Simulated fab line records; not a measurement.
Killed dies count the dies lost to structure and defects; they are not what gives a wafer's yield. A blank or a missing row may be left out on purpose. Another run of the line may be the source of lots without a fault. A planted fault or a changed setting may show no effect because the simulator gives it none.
Chamber matching ; flow n5-finfet ; 4 sister chambers for N5_BEOL_M8_DESCUM_33 on rie-diel-06
The step chemistry O2, time 7 s. 4 wafers are shown with their chamber, then 7 later ones without.

## WAFERS, EACH WITH ITS CHAMBER
wafer;chamber;showerhead-plenum-p-Torr (Torr)
L080.5;3;2.21
L088.1;0;2.06
L089.2;2;1.99
L089.3;1;2.21

## WAFERS WITHOUT THEIR CHAMBER
wafer;showerhead-plenum-p-Torr (Torr)
L089.5;2.20
L092.2;1.99
L092.3;2.20
L092.5;1.99
L093.1;2.20
L093.4;1.99
L093.6;2.06

## EACH ONE'S CHAMBER
wafer;from the rows above;in truth
L089.5;can't be placed: 1 or 3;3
L092.2;2;2
L092.3;can't be placed: 1 or 3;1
L092.5;2;2
L093.1;can't be placed: 1 or 3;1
L093.4;2;2
L093.6;0;0
Placed correctly: 4 of 7. Not placeable from these rows: 3 (in 3, the candidates include the true chamber). Wrongly placed: 0.
How it was worked out, from the rows above alone: a wafer's distance from a chamber is the root of the sum, over the readings, of the square of ((its reading less the chamber's mean) divided by the reading's scatter). The wafer belongs to the nearest chamber; if the next one is less than 2 further off, it can't be placed. The mean given for a chamber averages the wafers shown for that chamber. The scatter: root of mean squared gap, hidden wafer to nearest shown wafer, with one shown wafer a chamber.
